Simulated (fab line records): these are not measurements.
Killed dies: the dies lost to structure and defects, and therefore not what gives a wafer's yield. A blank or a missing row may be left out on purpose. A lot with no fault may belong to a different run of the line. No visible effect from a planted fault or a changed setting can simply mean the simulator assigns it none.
Matching of chambers / flow nand harc / 4 sister chambers for NHARC_A_CONTACT_ALD_18 on ald metal-01
The step deposits TiN, target thk 3 nm, pulse time 1 s, ald cycles 150. 7 wafers are shown with their chamber, then 6 later ones without.

EACH WAFER AND ITS CHAMBER
wafer=L641.6; chamber=0; heater power w (W)=1017; precursor pulse height rel=0.997
wafer=L642.1; chamber=2; heater power w (W)=1082; precursor pulse height rel=0.999
wafer=L645.1; chamber=1; heater power w (W)=999; precursor pulse height rel=1.016
wafer=L645.4; chamber=1; heater power w (W)=993; precursor pulse height rel=1.002
wafer=L647.2; chamber=3; heater power w (W)=1020; precursor pulse height rel=0.954
wafer=L647.4; chamber=3; heater power w (W)=1002; precursor pulse height rel=0.987
wafer=L647.6; chamber=0; heater power w (W)=1062; precursor pulse height rel=0.994

WAFERS WITHOUT THEIR CHAMBER
wafer=L644.1; heater power w (W)=1002; precursor pulse height rel=1.014
wafer=L644.3; heater power w (W)=1178; precursor pulse height rel=0.982
wafer=L644.4; heater power w (W)=1059; precursor pulse height rel=0.979
wafer=L650.4; heater power w (W)=1055; precursor pulse height rel=0.977
wafer=L650.5; heater power w (W)=997; precursor pulse height rel=1.010
wafer=L650.6; heater power w (W)=1044; precursor pulse height rel=1.025

WHICH CHAMBER EACH ONE RAN IN
wafer=L644.1; from the rows above=can't be placed: 1 or 0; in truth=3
wafer=L644.3; from the rows above=2; in truth=2
wafer=L644.4; from the rows above=can't be placed: 0 or 2 or 3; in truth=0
wafer=L650.4; from the rows above=can't be placed: 0 or 2 or 3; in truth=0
wafer=L650.5; from the rows above=1; in truth=1
wafer=L650.6; from the rows above=can't be placed: 0 or 2 or 1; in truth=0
Placed correctly: 2 of 6. Can't be placed from these rows: 4 (the true chamber is among the candidates in 3). Number placed wrongly: 0.
How it was worked out, from the rows above alone: a wafer's distance from a chamber is the root of the sum, over the readings, of the square of ((its reading less the chamber's mean) divided by the reading's scatter). If the next closest chamber is less than 2 further off than the closest, the wafer can't be placed; otherwise it belongs to the closest. The mean given for a chamber averages the wafers shown for that chamber. How the scatter is found: for the shown wafers, subtract from each reading the mean of its chamber, square and add these, divide the total by (wafers less chambers), then take the root.
